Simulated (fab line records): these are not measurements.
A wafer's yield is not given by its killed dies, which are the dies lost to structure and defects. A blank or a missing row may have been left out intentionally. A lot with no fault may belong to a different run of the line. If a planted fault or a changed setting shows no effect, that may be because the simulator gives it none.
One fault through the eyes of 3 desks | flow nandHarc | what lay behind the numbers comes last; until then each desk has only its own

## THE DEFECT DESK
Inspection counts along the route, by lot: the mean over sampled wafers that carry a number. Any lot whose mean is over 4 standard deviations away from the usual mean is out of limits and marked OUT; that distance is given in the brackets.
Columns: A = rawDefectCount at NHARC_A_CONTACT_INSPECT_10, usual 32; B = rawDefectCount at NHARC_A_CONTACT_INSPECT_23, usual 453; C = rawDefectCount at NHARC_A_BLC_INSPECT_12, usual 34
lot  | first seen here | A  | B               | C
L560 | day 17 04:15    | 28 | 392             | 30
L562 | day 17 09:50    | 24 | 662             | 25
L567 | day 19 02:54    | 47 | 745             | 501 (+33) OUT
L568 | day 19 04:19    | 25 | 1394 (+7.2) OUT | 947 (+65) OUT
L569 | day 19 06:30    | 46 | 406             | 48
L574 | day 20 18:16    | 49 | 321             | 48
L575 | day 20 23:01    | 14 | 545             | 16
L577 | day 21 12:06    | 31 | 520             | 34
L581 | day 21 20:34    | 38 | 385             | 43
L579 | day 22 05:11    | 58 | 567             | 61
L578 | day 22 07:47    | 27 | 584             | 31
L582 | day 22 17:01    | 39 | 495             | 42
This desk finds L567, L568 out of limits, L567 being first, at day 19 10:17 (rawDefectCount at NHARC_A_BLC_INSPECT_12). L560, L562, L569, L574, L575, L577, L581, L579, L578, L582 stayed within limits.

## DESK OF THE TOOL OWNER: cmp-01
The tool's own readings at NHARC_A_CONTACT_CMP_20 (polishes, t overpolish 30 s, target thk 300 nm): means of the sampled wafers that have a number, for each lot that ran on this tool. Any lot whose mean is over 4 standard deviations away from the usual mean is out of limits and marked OUT; that distance is given in the brackets.
Columns: A = motorCurrentA at NHARC_A_CONTACT_CMP_20, usual 12.1 A; B = overpolishRunS at NHARC_A_CONTACT_CMP_20, usual 30.000 s; C = timeToEndpointS at NHARC_A_CONTACT_CMP_20, usual 59 s
lot  | first seen here | A    | B      | C
L560 | day 17 09:59    | 11.3 | 29.997 | 59
L562 | day 17 15:03    | 12.2 | 29.992 | 59
L567 | day 19 09:27    | 11.9 | 29.997 | 58
L568 | day 19 10:02    | 11.3 | 30.004 | 61
L578 | day 22 16:42    | 11.5 | 29.992 | 54
L582 | day 23 01:06    | 12.0 | 30.000 | 57
This desk's verdict: no lot among the 6 shows anything out of limits.

## FROM THE METROLOGY DESK
What the gauges read for every lot (on any tool): the sampled wafers with a number, averaged. Any lot whose mean is over 4 standard deviations away from the usual mean is out of limits and marked OUT; that distance is given in the brackets.
Columns: A = cdNm at NHARC_A_CONTACT_CD_MEAS_80, usual 189.7 nm
lot  | first seen here | A
L560 | day 16 22:58    | 190.7
L562 | day 17 05:12    | 191.1
L567 | day 18 23:50    | 189.0
L568 | day 19 01:21    | 190.0
L569 | day 19 03:22    | 190.8
L574 | day 20 14:36    | 188.9
L575 | day 20 19:54    | 190.3
L577 | day 21 06:48    | 188.9
L581 | day 21 17:29    | 189.6
L579 | day 21 23:20    | 190.1
L578 | day 22 04:51    | 188.1
L582 | day 22 13:07    | 190.0
This desk's verdict: no lot among the 12 shows anything out of limits.

## PUT TOGETHER
The defect desk could have raised an alarm at day 19 10:17, on L567, L568.
The desk of the tool owner found nothing out of limits.
The metrology desk saw nothing out of limits.
On record at the tool owner's desk: L567, L568, within its limits.
The metrology desk holds a record of L567, L568, inside its limits.
NHARC_A_CONTACT_CMP_20 was run on cmp-01 by each of the lots named.

## WHAT THE SIMULATOR PUT IN
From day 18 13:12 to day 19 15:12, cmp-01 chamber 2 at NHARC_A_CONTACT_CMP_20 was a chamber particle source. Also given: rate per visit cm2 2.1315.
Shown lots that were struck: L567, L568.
Hours from the fault's start to each desk's first reading out of limits: the defect desk, 21.
